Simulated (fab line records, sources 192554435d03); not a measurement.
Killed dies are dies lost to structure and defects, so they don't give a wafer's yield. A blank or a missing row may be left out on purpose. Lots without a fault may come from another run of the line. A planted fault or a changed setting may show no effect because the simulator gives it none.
Which tool did it? | flow n5_finfet | 11 lots, 30 wafers sampled, at 3 steps of a route of 1938

WHAT THE GAUGES READ, wafer by wafer
N5_BEOL_M10_THK_MEAS_01.
lot  | measured     | on            | M10_ILD_THK (nm)
L770 | day 9 22:19  | film_metro-02 | 267 264 266
L769 | day 9 22:47  | film_metro-01 | 264 264 266
L773 | day 10 19:17 | film_metro-02 | 265 263 266
L775 | day 11 12:47 | film_metro-01 | 268 275 271
L777 | day 12 00:01 | film_metro-02 | 266 266 272
L776 | day 12 00:38 | film_metro-02 | 264 271 269
L782 | day 13 13:04 | film_metro-02 | 266 270 273
L784 | day 14 09:22 | film_metro-02 | 192 270
L788 | day 14 15:11 | film_metro-02 | 190 268
L789 | day 15 23:08 | film_metro-01 | 190 266
L792 | day 16 04:59 | film_metro-02 | 265 264 269

WHICH TOOL RAN EACH LOT (tool, then ch and the chambers of the sampled wafers, then the start)
lot  | N5_BEOL_M9_CMP_52             | N5_BEOL_M10_ILD_DEP_00
L770 | cmp-02 ch 1,2,3, day 9 21:14  | pecvd-01 ch 0,2, day 9 21:43
L769 | cmp-02 ch 1,2, day 9 21:41    | pecvd-01 ch 0,1,2, day 9 22:10
L773 | cmp-02 ch 0,2, day 10 18:11   | pecvd-01 ch 0,2, day 10 18:41
L775 | cmp-01 ch 1,2,3, day 11 11:41 | pecvd-01 ch 0,2, day 11 12:10
L777 | cmp-02 ch 0,1,3, day 11 22:58 | pecvd-03 ch 1,2, day 11 23:26
L776 | cmp-01 ch 0,1,3, day 11 23:04 | pecvd-04 ch 0,1, day 11 23:33
L782 | cmp-02 ch 1,3, day 13 11:59   | pecvd-01 ch 0,1, day 13 12:29
L784 | cmp-01 ch 1,2, day 14 07:53   | pecvd-01 ch 0,2, day 14 08:18
L788 | cmp-01 ch 0,1, day 14 14:11   | pecvd-01 ch 2, day 14 14:35
L789 | cmp-04 ch 2,3, day 15 22:05   | pecvd-01 ch 1,2, day 15 22:32
L792 | cmp-02 ch 0,1,3, day 16 03:54 | pecvd-03 ch 0,2, day 16 04:24
- N5_BEOL_M9_CMP_52: polishes, stops on SiCOH lowk, t overpolish 7 s, target thk 140 nm.
- N5_BEOL_M10_ILD_DEP_00: deposits SiCOH lowk from DEMS/porogen, target thk 308.51 nm, time 58 s.

THE ANSWER, worked out from the rows above alone
Rule: what is usual is taken from the lots themselves. Put in order of their means at a reading, lots are off if they are a third of the lots or fewer, leave a main group of 4 or more, and stand apart from it by a gap of 3 or more times the standard deviation of the main group's means; of several such gaps the widest counts. A main group whose means are all the same, to the digits that the tables above print for the reading, isn't used. A lot without any number at a reading at which 4 lots or more have one is off too. The other lots that the step has rows for count as sound.
Off: L784, L788, L789, at N5_BEOL_M10_THK_MEAS_01 (M10_ILD_THK). The main group: mean 267 nm, standard deviation 2.3.
A tool fits if, at a process step before that reading, it ran every lot that is off, and no sound lot after the first of them. The gauges at N5_BEOL_M10_THK_MEAS_01 are tried like those tools. One fits: pecvd-01 at N5_BEOL_M10_ILD_DEP_00. Its last sound lot is L782 (day 13 12:29), its first lot that is off L784 (day 14 08:18): a fault that began between those two fits.

WHAT THE SIMULATOR HAD PUT IN
Process parameter drift: pecvd-01, from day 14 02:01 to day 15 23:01, at N5_BEOL_M10_ILD_DEP_00. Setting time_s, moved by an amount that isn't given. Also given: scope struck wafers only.
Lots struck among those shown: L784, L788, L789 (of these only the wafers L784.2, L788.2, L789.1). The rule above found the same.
